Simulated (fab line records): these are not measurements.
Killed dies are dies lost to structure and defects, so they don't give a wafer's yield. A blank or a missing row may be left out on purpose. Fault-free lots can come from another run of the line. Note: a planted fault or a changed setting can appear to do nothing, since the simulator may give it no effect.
fab line records	flow n5_finfet
record: lots: 7	wafers: 21
route steps=1938 shown ZERO_LAYER@6 PMOS_HMC_CHANNEL_EPI@63 FIN_SAQP@120 DUMMY_GATE@234 SD_EPI_P@295 SDB@348
start_h: start of the lot's first displayed wafer, in hours after the record's first day	wait_h: time in hours since the lot's previous step	" the same as in the row above	L1.1+2: a row that stands for several wafers	- no value, or no start given	* or withheld: withheld	< > ~ a bound
route shown NAME@n: NAME is a module with steps in the file, n the number in the route of the first one	usual: mean/standard deviation taken from wafers without a fault	same: alike in all rows	chamber/n: place in a boat	sites: the reading at each site	_std_site: standard deviation of those values	_edge_site: outer sites' mean less inner sites'	radius_mm: for every site, how far away it sits from the centre of the wafer	mask NAME#n: copy n	behind: tool/chamber where the wafer was last shaped	hold: why the lot went on hold/how many hours it stayed there/how the hold came to an end	device: which transistor (n, p or np) failed to switch	end of line: the same wafers' tests at the end of the route	a step with no rows: only its recipe	killed: not the wafer's yield, but the dies lost to structure and defects at the first sort	map: a wafer's dies, marking killed ones x, the rest . and places with no die _
set.NAME: the setting the step ran with; set.NAME@STEP: the setting that earlier step ran with	model.NAME: the simulator's own value behind a step, which no gauge read
one table per step and one row per wafer, for lots whose settings were changed on purpose
== steps ==
step: N5_ZERO_LAYER_COAT_05
recipe: spin_rpm: 1500	resist_thk_nm: 1000
lot.wafer	tool	chamber	start_h	wait_h	set.spin_rpm	model.coat_of_ZERO_LAYER_COAT_05.thk_nm
L075.2	litho_track-01	0	-	-	1500	1004
L075.4	"	0	"	"	1500	1007
L075.6	"	0	"	"	1667	953.4
L076.3	litho_track-02	0	-	-	1449	1019
L076.4	"	0	"	"	1500	998.5
L076.6	"	0	"	"	1449	1016
L078.2+6	litho_track-02	0	-	-	1365	1051
L078.4	"	0	"	"	1365	1050
L080.3	litho_track-01	0	-	-	1500	1001
L080.4	"	0	"	"	1500	1002
L080.6	"	0	"	"	1500	1004
L088.2	litho_track-01	0	-	-	1429	1025
L088.5	"	0	"	"	1500	1003
L088.6	"	0	"	"	1429	1027
L090.2	litho_track-02	0	-	-	1500	996
L090.3	"	0	"	"	1566	976
L090.6	"	0	"	"	1566	977.4
L091.2	litho_track-01	0	-	-	1351	1052
L091.3	"	0	"	"	1351	1050
L091.5	"	0	"	"	1500	1000
step: N5_ZERO_LAYER_EXPOSE_08
recipe: mask_id: ZERO	na: 0.55	source_shape: conventional	sigma_outer: 0.8	polarization: unpolarized	defocus_nm: 0	target_cd_nm: 2000	dose_mj: 16.2
lot.wafer	tool	chamber	start_h	wait_h	mask	set.dose_mj
L075.2+4+6	krf_scanner-01	0	18.47	-	ZERO#0	16.2
L076.3+4+6	krf_scanner-01	0	24.48	-	ZERO#0	16.2
L078.2+4+6	krf_scanner-02	0	36.60	-	ZERO#0	16.2
L080.3+4+6	krf_scanner-02	0	48.63	-	ZERO#0	16.2
L088.2	krf_scanner-01	0	96.47	-	ZERO#0	16.76
L088.5+6	"	0	"	"	ZERO#0	16.2
L090.2+3	krf_scanner-01	0	108.47	-	ZERO#0	15.54
L090.6	"	0	"	"	ZERO#0	16.2
L091.2+5	krf_scanner-01	0	114.47	-	ZERO#0	15.11
L091.3	"	0	"	"	ZERO#0	16.2
step: N5_ZERO_LAYER_PEB_09
recipe: peb_temp_c: withheld	peb_time_s: *
step: N5_ZERO_LAYER_DEVELOP_10
recipe: develop_time_s: 60	rinse_liquid: diw	dry: air_spin	dev_temp_c: 21
step: N5_ZERO_LAYER_HARDBAKE_23
recipe: temp_c: 130	time_s: 120
step: N5_ZERO_LAYER_CD_MEAS_11
recipe: target_cd_nm: 2000	landing_energy_ev: 500	detector: se_inlens
usual: cd_nm: 1999.7/2.9
lot.wafer	tool	chamber	start_h	wait_h	set.dose_mj@ZERO_LAYER_EXPOSE_08	cd_nm
L075.2	cd_sem-01	0	18.65	-	16.2	2000.2
L075.4	"	0	"	"	16.2	2000.9
L075.6	"	0	"	"	16.2	2002.1
L076.3	cd_sem-01	0	24.64	-	16.2	2003.7
L076.4	"	0	"	"	16.2	2002.7
L076.6	"	0	"	"	16.2	2003.0
L078.2	cd_sem-03	0	36.77	-	16.2	2002.5
L078.4	"	0	"	"	16.2	2001.7
L078.6	"	0	"	"	16.2	2000.8
L080.3	cd_sem-02	0	48.79	-	16.2	1999.2
L080.4	"	0	"	"	16.2	1999.1
L080.6	"	0	"	"	16.2	1998.3
L088.2	cd_sem-01	0	96.64	-	16.76	2008.9
L088.5	"	0	"	"	16.2	2003.9
L088.6	"	0	"	"	16.2	2005.0
L090.2	cd_sem-02	0	108.64	-	15.54	1992.6
L090.3	"	0	"	"	15.54	1994.4
L090.6	"	0	"	"	16.2	2002.4
L091.2	cd_sem-03	0	114.64	-	15.11	1984.0
L091.3	"	0	"	"	16.2	1996.8
L091.5	"	0	"	"	15.11	1986.7
step: N5_ZERO_LAYER_DESCUM_16
recipe: chemistry: O2	time_s: 7.9	source_power_w: 50	bias_power_w: 20	pressure_mtorr: 20	rf_frequency_hz: 2.712e+07	temp_c: 40	o2_flow_sccm: 225
step: N5_ZERO_LAYER_ETCH_17
recipe: chemistry: CF4	target: SiO2	target_depth_a: 120	time_s: 13.3	ion_energy_ev: 350	pressure_mtorr: 40	source_w: 450	bias_w: 215	Ar_flow_sccm: 100	cf4_flow_sccm: 100
lot.wafer	tool	chamber	start_h	wait_h	set.dose_mj@ZERO_LAYER_EXPOSE_08	model.ZERO_LAYER.cd_nm
L075.2	rie_diel-04	1	18.72	0.0	16.2	2000
L075.4	"	3	"	"	16.2	2001
L075.6	"	0	"	"	16.2	2002
L076.3	rie_diel-06	2	24.71	0.0	16.2	2004
L076.4	"	0	"	"	16.2	2002
L076.6	"	0	"	"	16.2	2003
L078.2	rie_diel-04	3	36.97	0.0	16.2	2003
L078.4	"	1	"	"	16.2	2002
L078.6	"	3	"	"	16.2	2001
L080.3+4	rie_diel-06	0,1	48.86	0.0	16.2	1999
L080.6	"	1	"	"	16.2	1998
L088.2	rie_diel-06	0	96.78	0.0	16.76	2009
L088.5	"	0	"	"	16.2	2004
L088.6	"	3	"	"	16.2	2005
L090.2	rie_diel-06	2	108.72	0.0	15.54	1993
L090.3	"	1	"	"	15.54	1995
L090.6	"	2	"	"	16.2	2002
L091.2	rie_diel-02	0	114.72	0.0	15.11	1984
L091.3	"	1	"	"	16.2	1997
L091.5	"	2	"	"	15.11	1987
step: N5_ZERO_LAYER_ETCH_18
recipe: chemistry: HBr/Cl2	target: Si	target_depth_a: 1200	time_s: 40	pressure_mtorr: 10	icp_w: 800	bias_w: 75	HBr_flow_sccm: 150	Cl2_flow_sccm: 80
step: N5_ZERO_LAYER_STRIP_24
recipe: chemistry: O2	power_w: 1000	temp_c: 250	overash_fraction: 0.3	pressure_mtorr: 1000	o2_flow_sccm: 6750
usual: strip_time_to_endpoint_s: 43.89/0.083
lot.wafer	tool	chamber	start_h	wait_h	set.spin_rpm@ZERO_LAYER_COAT_05	strip_time_to_endpoint_s
L075.2	plasma_asher-02	0	18.90	0.1	1500	43.94
L075.4	"	1	"	"	1500	44.05
L075.6	"	0	"	"	1667	42.46
L076.3	plasma_asher-01	1	24.91	0.1	1449	44.40
L076.4	"	0	"	"	1500	43.82
L076.6	"	1	"	"	1449	44.33
L078.2	plasma_asher-02	0	37.15	0.1	1365	45.33
L078.4	"	1	"	"	1365	45.30
L078.6	"	1	"	"	1365	45.34
L080.3	plasma_asher-01	1	49.06	0.1	1500	43.91
L080.4	"	0	"	"	1500	43.86
L080.6	"	1	"	"	1500	43.96
L088.2	plasma_asher-01	1	96.96	0.1	1429	44.63
L088.5	"	0	"	"	1500	43.91
L088.6	"	1	"	"	1429	44.66
L090.2	plasma_asher-01	0	108.90	0.1	1500	43.72
L090.3	"	0	"	"	1566	43.11
L090.6	"	0	"	"	1566	43.17
L091.2	plasma_asher-01	1	114.89	0.1	1351	45.45
L091.3	"	1	"	"	1351	45.32
L091.5	"	1	"	"	1500	43.84
step: N5_PMOS_HMC_CHANNEL_EPI_PEB_07
recipe: peb_temp_c: 110	peb_time_s: 60	resist: CAR-ArF-block
lot.wafer	tool	chamber	start_h	wait_h	set.peb_time_s
L075.2+6	litho_track-01	0	22.91	0.0	64.05
L075.4	"	0	"	"	60
L076.3+6	litho_track-05	0	28.92	0.0	60
L076.4	"	0	"	"	72.17
L078.2+4+6	litho_track-05	0	41.35	0.0	60
L080.3+4+6	litho_track-01	0	53.15	0.0	60
L088.2+5	litho_track-05	0	101.39	0.0	60
L088.6	"	0	"	"	70.59
L090.2+6	litho_track-04	0	113.56	0.0	60
L090.3	"	0	"	"	55.47
L091.2+5	litho_track-01	0	119.49	0.0	51.25
L091.3	"	0	"	"	60
step: N5_PMOS_HMC_CHANNEL_EPI_DEVELOP_08
recipe: develop_time_s: 30	developer: TMAH	resist: CAR-ArF-block	dev_temp_c: 23	rinse_liquid: diw	dry: air_spin
lot.wafer	tool	chamber	start_h	wait_h	set.develop_time_s
L075.2+4+6	litho_track-01	0	-	-	33.57
L076.3+4+6	litho_track-05	0	-	-	30
L078.2+6	litho_track-05	0	-	-	25.77
L078.4	"	0	"	"	30
L080.3+4+6	litho_track-01	0	-	-	30
L088.2+6	litho_track-05	0	-	-	30
L088.5	"	0	"	"	36.59
L090.2	litho_track-04	0	-	-	30
L090.3+6	"	0	"	"	32.37
L091.2	litho_track-01	0	-	-	27.39
L091.3+5	"	0	"	"	30
step: N5_PMOS_HMC_CHANNEL_EPI_CD_MEAS_09
recipe: target_cd_nm: 237.4	landing_energy_ev: 500	detector: se_inlens
usual: cd_nm: 237.8/0.94
lot.wafer	tool	chamber	start_h	wait_h	set.peb_time_s@PMOS_HMC_CHANNEL_EPI_PEB_07	cd_nm
L075.2	cd_sem-02	0	22.97	-	64.05	240.5
L075.4	"	0	"	"	60	238.0
L075.6	"	0	"	"	64.05	242.7
L076.3	cd_sem-01	0	28.98	-	60	239.1
L076.4	"	0	"	"	72.17	245.2
L076.6	"	0	"	"	60	238.3
L078.2	cd_sem-03	0	41.42	-	60	235.8
L078.4	"	0	"	"	60	237.4
L078.6	"	0	"	"	60	236.2
L080.3	cd_sem-02	0	53.22	-	60	237.6
L080.4	"	0	"	"	60	235.9
L080.6	"	0	"	"	60	236.9
L088.2	cd_sem-01	0	101.46	-	60	237.7
L088.5	"	0	"	"	60	239.3
L088.6	"	0	"	"	70.59	244.6
L090.2	cd_sem-03	0	113.63	-	60	239.3
L090.3	"	0	"	"	55.47	234.9
L090.6	"	0	"	"	60	239.3
L091.2	cd_sem-02	0	119.56	-	51.25	230.8
L091.3	"	0	"	"	60	239.5
L091.5	"	0	"	"	51.25	230.5
step: N5_PMOS_HMC_CHANNEL_EPI_DESCUM_14
recipe: chemistry: O2	time_s: 7.9	source_power_w: 50	bias_power_w: 20	pressure_mtorr: 20	rf_frequency_hz: 2.712e+07	temp_c: 40	resist: CAR-ArF-block	o2_flow_sccm: 225
lot.wafer	tool	chamber	start_h	wait_h	set.peb_time_s@PMOS_HMC_CHANNEL_EPI_PEB_07	model.PMOS_HMC_CHANNEL_EPI.cd_nm
L075.2	rie_diel-04	2	23.24	0.2	64.05	240.5
L075.4	"	1	"	"	60	237.7
L075.6	"	2	"	"	64.05	242.3
L076.3	rie_diel-06	0	29.07	0.0	60	238.8
L076.4	"	3	"	"	72.17	245.5
L076.6	"	2	"	"	60	238.2
L078.2	rie_diel-04	2	41.51	0.0	60	235.7
L078.4	"	1	"	"	60	237.2
L078.6	"	1	"	"	60	236.1
L080.3	rie_diel-06	0	53.31	0.0	60	237.4
L080.4	"	2	"	"	60	235.7
L080.6	"	3	"	"	60	237.2
L088.2	rie_diel-02	2	101.55	0.0	60	237.5
L088.5	"	1	"	"	60	239.2
L088.6	"	2	"	"	70.59	244.6
L090.2+6	rie_diel-04	1	113.72	0.0	60	239
L090.3	"	2	"	"	55.47	235.1
L091.2+5	rie_diel-06	0,1	120.90	1.3	51.25	230.3
L091.3	"	1	"	"	60	239.1
step: N5_FIN_SAQP_MANDREL_ETCH_22
recipe: target_depth_a: 600	chemistry: HBr/Cl2	target: a-Si	stop_on: SiNx	bt_time_s: 10	over_etch_frac: 0.5	time_s: 30	pressure_mtorr: 10	icp_w: 800	bias_w: 75	HBr_flow_sccm: 150	Cl2_flow_sccm: 80	ends: end_point
lot.wafer	tool	chamber	start_h	wait_h	set.icp_w	model.SOC_of_FIN_SAQP_COAT_49.thk_nm
L075.2	rie_si-01	3	27.55	0.0	800	75.97
L075.4	"	0	"	"	712.3	77.84
L075.6	"	2	"	"	800	76.04
L076.3	rie_si-03	3	34.21	0.0	705.7	76.99
L076.4	"	2	"	"	800	76
L076.6	"	0	"	"	800	76.63
L078.2	rie_si-05	1	46.20	0.0	800	76.15
L078.4	"	3	"	"	724.1	77.21
L078.6	"	0	"	"	800	76.56
L080.3	rie_si-03	3	57.62	0.0	800	76.06
L080.4	"	1	"	"	800	75.65
L080.6	"	2	"	"	800	76.17
L088.2	rie_si-01	3	106.01	0.0	667.6	77.62
L088.5	"	0	"	"	800	75.88
L088.6	"	3	"	"	800	75.58
L090.2	rie_si-01	1	118.81	0.0	800	75.6
L090.3	"	3	"	"	800	75.66
L090.6	"	1	"	"	800	75.96
L091.2	rie_si-01	2	125.76	0.0	800	75.61
L091.3	"	3	"	"	710.9	76.18
L091.5	"	2	"	"	710.9	76.6
step: N5_FIN_SAQP_SPACER1_ALD_24
recipe: material: SiO2	target_thk_a: 203	temp_c: 300	ald_precursor_family: BDEAS	ald_co_reactant: O2-plasma	pulse_time_s: 1	purge_time_s: 2	co_reactant_purge_time_s: 2	ald_cycles: 218	pressure_torr: 2
lot.wafer	tool	chamber	start_h	wait_h	set.ald_cycles	model.SiO2_of_FIN_SAQP_SPACER1_ALD_24.thk_nm
L075.2	ald_sin-03	2	28.41	0.3	241	22.4
L075.4	"	3	"	"	218	20.2
L075.6	"	0	"	"	218	20.4
L076.3+4+6	ald_sin-01	3,0,0	35.08	0.2	218	20.4
L078.2+4	ald_sin-03	1,3	47.65	0.9	194	18
L078.6	"	2	"	"	218	20.2
L080.3+4+6	ald_sin-01	3,0,2	58.42	0.1	218	20.4
L088.2+5	ald_sin-02	2	107.82	1.1	218	20.2
L088.6	"	3	"	"	200	18.6
L090.2+6	ald_sin-02	1,0	119.97	0.3	218	20.4
L090.3	"	0	"	"	218	20.2
L091.2	ald_sin-02	2	126.57	0.3	218	20.4
L091.3+5	"	1,2	"	"	218	20.2
step: N5_FIN_SAQP_SPACER1_ETCHBACK_25
recipe: chemistry: CHF3/O2	mode: anisotropic_etchback	target: SiO2	target_depth_a: 244	time_s: 12.2	pressure_mtorr: 30	source_w: 650	bias_w: 170	Ar_flow_sccm: 200	CHF3_flow_sccm: 50	O2_flow_sccm: 5	ion_energy_ev: 200
step: N5_FIN_SAQP_MANDREL1_REMOVE_56
recipe: chemistry: HBr/Cl2/O2	bt_time_s: 10	target: a-Si	stop_on: SiNx	endpoint: OES-SiCl	over_etch_frac: 1	icp_w: 600	bias_w: 22	HBr_flow_sccm: 150	Cl2_flow_sccm: 80	O2_flow_sccm: 5	pressure_mtorr: 10
lot.wafer	tool	chamber	start_h	wait_h	set.ald_cycles@FIN_SAQP_SPACER1_ALD_24	model.FIN_SAQP.cd_nm
L075.2	rie_si-05	3	29.21	0.1	241	22.4
L075.4+6	"	0	"	"	218	20.2
L076.3+4	rie_si-05	3,1	36.05	0.1	218	20.2
L076.6	"	3	"	"	218	20.4
L078.2+4	rie_si-01	2,1	48.45	0.1	194	18
L078.6	"	1	"	"	218	20.2
L080.3+6	rie_si-01	2,3	59.23	0.1	218	20.2
L080.4	"	0	"	"	218	20.4
L088.2+5	rie_si-03	0,2	108.64	0.1	218	20.2
L088.6	"	3	"	"	200	18.8
L090.2	rie_si-03	3	120.77	0.1	218	20.4
L090.3	"	0	"	"	218	20.2
L090.6	"	1	"	"	218	20.6
L091.2+3	rie_si-01	3,1	127.38	0.1	218	20.4
L091.5	"	3	"	"	218	20.2
step: N5_FIN_SAQP_CD_MEAS_27
recipe: target_cd_nm: 20	landing_energy_ev: 1000	detector: se_inlens	polarity: line
usual: cd_nm: 20.29/0.25
lot.wafer	tool	chamber	start_h	wait_h	set.ald_cycles@FIN_SAQP_SPACER1_ALD_24	cd_nm
L075.2	cd_sem-02	0	29.33	0.1	241	22.47
L075.4	"	0	"	"	218	20.32
L075.6	"	0	"	"	218	20.40
L076.3	cd_sem-03	0	36.16	0.1	218	20.17
L076.4	"	0	"	"	218	20.25
L076.6	"	0	"	"	218	20.41
L078.2	cd_sem-02	0	48.57	0.1	194	18.27
L078.4	"	0	"	"	194	18.46
L078.6	"	0	"	"	218	20.12
L080.3	cd_sem-01	0	59.34	0.1	218	20.45
L080.4	"	0	"	"	218	20.78
L080.6	"	0	"	"	218	20.49
L088.2	cd_sem-02	0	108.75	0.1	218	20.17
L088.5	"	0	"	"	218	20.26
L088.6	"	0	"	"	200	18.33
L090.2	cd_sem-01	0	120.88	0.1	218	20.43
L090.3	"	0	"	"	218	20.53
L090.6	"	0	"	"	218	20.53
L091.2	cd_sem-02	0	127.49	0.1	218	19.96
L091.3	"	0	"	"	218	20.89
L091.5	"	0	"	"	218	20.26
step: N5_DUMMY_GATE_DESCUM_20
recipe: chemistry: O2	time_s: 6.2	source_power_w: 50	bias_power_w: 20	pressure_mtorr: 20	rf_frequency_hz: 2.712e+07	temp_c: 40	resist: CAR-EUV	o2_flow_sccm: 225
lot.wafer	tool	chamber	start_h	wait_h	set.time_s	model.CAR-EUV_of_DUMMY_GATE_COAT_09.thk_nm
L075.2+4+6	rie_diel-02	1,2,1	62.37	0.2	6.2	26.6
L076.3	rie_diel-04	0	62.68	0.3	5.165	26.8
L076.4+6	"	3,1	"	"	6.2	26.4
L078.2+6	rie_diel-04	1,2	70.16	0.0	5.793	26.6
L078.4	"	2	"	"	6.2	26.4
L080.3+6	rie_diel-02	0,1	82.14	0.0	6.2	26.4
L080.4	"	2	"	"	6.2	26.6
L088.2	rie_diel-02	1	131.51	0.9	6.698	26.2
L088.5	"	0	"	"	6.2	26.4
L088.6	"	1	"	"	6.2	26.6
L090.2+3	rie_diel-02	0,2	144.72	1.5	6.2	26.6
L090.6	"	2	"	"	7.422	25.8
L091.2+5	rie_diel-02	1,0	148.99	0.0	6.2	26.4
L091.3	"	0	"	"	5.205	26.8
step: N5_DUMMY_GATE_ETCH_29
recipe: chemistry: N2/H2	target: underlayer	target_depth_a: 130	ion_energy_ev: 200	pressure_mtorr: 30	source_w: 840	bias_w: 150	n2_flow_sccm: 200	h2_flow_sccm: 200
lot.wafer	tool	chamber	start_h	wait_h	set.time_s@DUMMY_GATE_DESCUM_20	model.CAR-EUV_of_DUMMY_GATE_COAT_09.thk_nm
L075.2	rie_diel-02	1	62.44	0.0	6.2	19.2
L075.4+6	"	2,1	"	"	6.2	19.4
L076.3	rie_diel-04	0	62.75	0.0	5.165	19.4
L076.4	"	3	"	"	6.2	18.4
L076.6	"	1	"	"	6.2	18.8
L078.2	rie_diel-04	1	70.23	0.0	5.793	19
L078.4	"	2	"	"	6.2	19.2
L078.6	"	2	"	"	5.793	19.2
L080.3+4+6	rie_diel-02	0,2,1	82.21	0.0	6.2	19.2
L088.2	rie_diel-02	1	131.58	0.0	6.698	18.8
L088.5	"	0	"	"	6.2	19.4
L088.6	"	1	"	"	6.2	19.2
L090.2	rie_diel-02	0	144.78	0.0	6.2	19.4
L090.3	"	2	"	"	6.2	19
L090.6	"	2	"	"	7.422	18.4
L091.2+5	rie_diel-02	1,0	149.05	0.0	6.2	19.2
L091.3	"	0	"	"	5.205	19.8
step: N5_DUMMY_GATE_ETCH_31
recipe: chemistry: C4F6/O2	target: SiO2	mask_material: SOC	target_depth_a: 825	time_s: 27.5	ion_energy_ev: 250	pressure_mtorr: 30	source_w: 345	bias_w: 185	Ar_flow_sccm: 300	C4F6_flow_sccm: 10	O2_flow_sccm: 10
lot.wafer	tool	chamber	start_h	wait_h	set.target_depth_a	model.etch.depth_nm	model.SOC_of_DUMMY_GATE_COAT_34.thk_nm
L075.2	rie_diel-02	0	63.16	0.2	745.3	72.48	53
L075.4	"	3	"	"	745.3	74.55	52.8
L075.6	"	1	"	"	825	80.92	52
L076.3	rie_diel-02	1	63.43	0.2	825	79.75	52.2
L076.4	"	3	"	"	880.1	87.06	51.4
L076.6	"	0	"	"	880.1	84.84	51.6
L078.2	rie_diel-06	2	70.59	0.0	825	84.27	51.4
L078.4	"	1	"	"	825	84.93	51.6
L078.6	"	2	"	"	825	83.64	51.6
L080.3	rie_diel-04	1	82.60	0.1	825	82.02	52
L080.4	"	3	"	"	825	83.83	52
L080.6	"	3	"	"	825	83.61	51.8
L088.2	rie_diel-06	0	132.34	0.1	905.1	90.11	50.8
L088.5	"	0	"	"	825	82.37	51.6
L088.6	"	3	"	"	825	83.35	51.8
L090.2	rie_diel-04	1	145.34	0.1	825	82.03	51.8
L090.3	"	2	"	"	825	80.25	51.8
L090.6	"	3	"	"	825	84.04	51.6
L091.2	rie_diel-06	2	149.41	0.0	825	81.78	51.8
L091.3	"	0	"	"	760.9	75.36	52.4
L091.5	"	3	"	"	825	82.52	51.6
step: N5_SD_EPI_P_COAT_34
recipe: resist: SOC	temp_c: 250	time_s: 60	spin_rpm: 1500	resist_thk_nm: 350
lot.wafer	tool	chamber	start_h	wait_h	set.spin_rpm	model.SOC_of_SD_EPI_P_COAT_34.thk_nm
L075.2	litho_track-04	0	68.96	0.0	1500	351.6
L075.4	"	0	"	"	1649	335.6
L075.6	"	0	"	"	1649	334.8
L076.3	litho_track-01	0	69.15	0.0	1500	349.6
L076.4	"	0	"	"	1649	334.4
L076.6	"	0	"	"	1500	350.2
L078.2+4	litho_track-04	0	76.40	0.0	1500	350.2
L078.6	"	0	"	"	1500	350
L080.3	litho_track-01	0	88.98	0.0	1500	350.4
L080.4+6	"	0	"	"	1500	351.2
L088.2	litho_track-05	0	139.08	0.0	1500	351.2
L088.5	"	0	"	"	1449	357.6
L088.6	"	0	"	"	1500	350.4
L090.2	litho_track-05	0	151.25	0.0	1500	351.4
L090.3	"	0	"	"	1500	350
L090.6	"	0	"	"	1615	338.6
L091.2	litho_track-04	0	155.32	0.0	1589	339.6
L091.3	"	0	"	"	1500	350
L091.5	"	0	"	"	1500	350.4
step: N5_SDB_COAT_03
recipe: resist: SOC	temp_c: 250	time_s: 60	spin_rpm: 1500	resist_thk_nm: 100
lot.wafer	tool	chamber	start_h	wait_h	set.spin_rpm	model.SOC_of_SDB_COAT_03.thk_nm
L075.2	litho_track-01	0	80.18	0.1	1500	100
L075.4	"	0	"	"	1500	99.4
L075.6	"	0	"	"	1422	102.4
L076.3+4	litho_track-01	0	80.64	0.1	1579	97.6
L076.6	"	0	"	"	1579	97.8
L078.2+6	litho_track-03	0	88.18	0.1	1500	99.8
L078.4	"	0	"	"	1500	100
L080.3	litho_track-03	0	102.22	0.1	1500	99.8
L080.4	"	0	"	"	1500	100.2
L080.6	"	0	"	"	1500	100
L088.2+5+6	litho_track-03	0	153.82	0.1	1500	99.8
L090.2	litho_track-02	0	162.80	0.1	1500	100.2
L090.3+6	"	0	"	"	1500	100.4
L091.2+3	litho_track-03	0	167.09	0.1	1422	102.8
L091.5	"	0	"	"	1500	100.2
== key ==
split: step: N5_ZERO_LAYER_COAT_05	setting: spin_rpm	stated: 1500	by: wafer
response: step: N5_ZERO_LAYER_COAT_05	reading: model.coat_of_ZERO_LAYER_COAT_05.thk_nm	change: -4.89	per: 1%	r: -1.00
response: step: N5_ZERO_LAYER_STRIP_24	reading: strip_time_to_endpoint_s	change: *	per: 1%	r: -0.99
split: step: N5_ZERO_LAYER_EXPOSE_08	setting: dose_mj	stated: 16.2	by: wafer
response: step: N5_ZERO_LAYER_CD_MEAS_11	reading: cd_nm	change: +1.75	per: 1%	r: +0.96
response: step: N5_ZERO_LAYER_ETCH_17	reading: model.ZERO_LAYER.cd_nm	change: +1.69	per: 1%	r: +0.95
split: step: N5_PMOS_HMC_CHANNEL_EPI_PEB_07	setting: peb_time_s	stated: 60	by: wafer
response: step: N5_PMOS_HMC_CHANNEL_EPI_CD_MEAS_09	reading: cd_nm	change: +0.41	per: 1%	r: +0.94
response: step: N5_PMOS_HMC_CHANNEL_EPI_DESCUM_14	reading: model.PMOS_HMC_CHANNEL_EPI.cd_nm	change: +0.42	per: 1%	r: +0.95
split: step: N5_PMOS_HMC_CHANNEL_EPI_DEVELOP_08	setting: develop_time_s	stated: 30	by: wafer
response none clear
split: step: N5_FIN_SAQP_MANDREL_ETCH_22	setting: icp_w	stated: 800	by: wafer
response: step: N5_FIN_SAQP_MANDREL_ETCH_22	reading: model.SOC_of_FIN_SAQP_COAT_49.thk_nm	change: -0.102	per: 1%	r: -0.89
split: step: N5_FIN_SAQP_SPACER1_ALD_24	setting: ald_cycles	stated: 218	by: wafer
response: step: N5_FIN_SAQP_SPACER1_ALD_24	reading: model.SiO2_of_FIN_SAQP_SPACER1_ALD_24.thk_nm	change: +0.198	per: 1%	r: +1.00
response: step: N5_FIN_SAQP_MANDREL1_REMOVE_56	reading: model.FIN_SAQP.cd_nm	change: +0.196	per: 1%	r: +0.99
response: step: N5_FIN_SAQP_CD_MEAS_27	reading: cd_nm	change: +0.19	per: 1%	r: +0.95
split: step: N5_DUMMY_GATE_DESCUM_20	setting: time_s	stated: 6.2	by: wafer
response: step: N5_DUMMY_GATE_DESCUM_20	reading: model.CAR-EUV_of_DUMMY_GATE_COAT_09.thk_nm	change: -0.0316	per: 1%	r: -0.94
response: step: N5_DUMMY_GATE_ETCH_29	reading: model.CAR-EUV_of_DUMMY_GATE_COAT_09.thk_nm	change: -0.0408	per: 1%	r: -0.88
split: step: N5_DUMMY_GATE_ETCH_31	setting: target_depth_a	stated: 825	by: wafer
response: step: N5_DUMMY_GATE_ETCH_31	reading: model.etch.depth_nm	change: +0.807	per: 1%	r: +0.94
response: step: N5_DUMMY_GATE_ETCH_31	reading: model.SOC_of_DUMMY_GATE_COAT_34.thk_nm	change: -0.0942	per: 1%	r: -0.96
split: step: N5_SD_EPI_P_COAT_34	setting: spin_rpm	stated: 1500	by: wafer
response: step: N5_SD_EPI_P_COAT_34	reading: model.SOC_of_SD_EPI_P_COAT_34.thk_nm	change: -1.64	per: 1%	r: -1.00
split: step: N5_SDB_COAT_03	setting: spin_rpm	stated: 1500	by: wafer
response: step: N5_SDB_COAT_03	reading: model.SOC_of_SDB_COAT_03.thk_nm	change: -0.51	per: 1%	r: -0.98
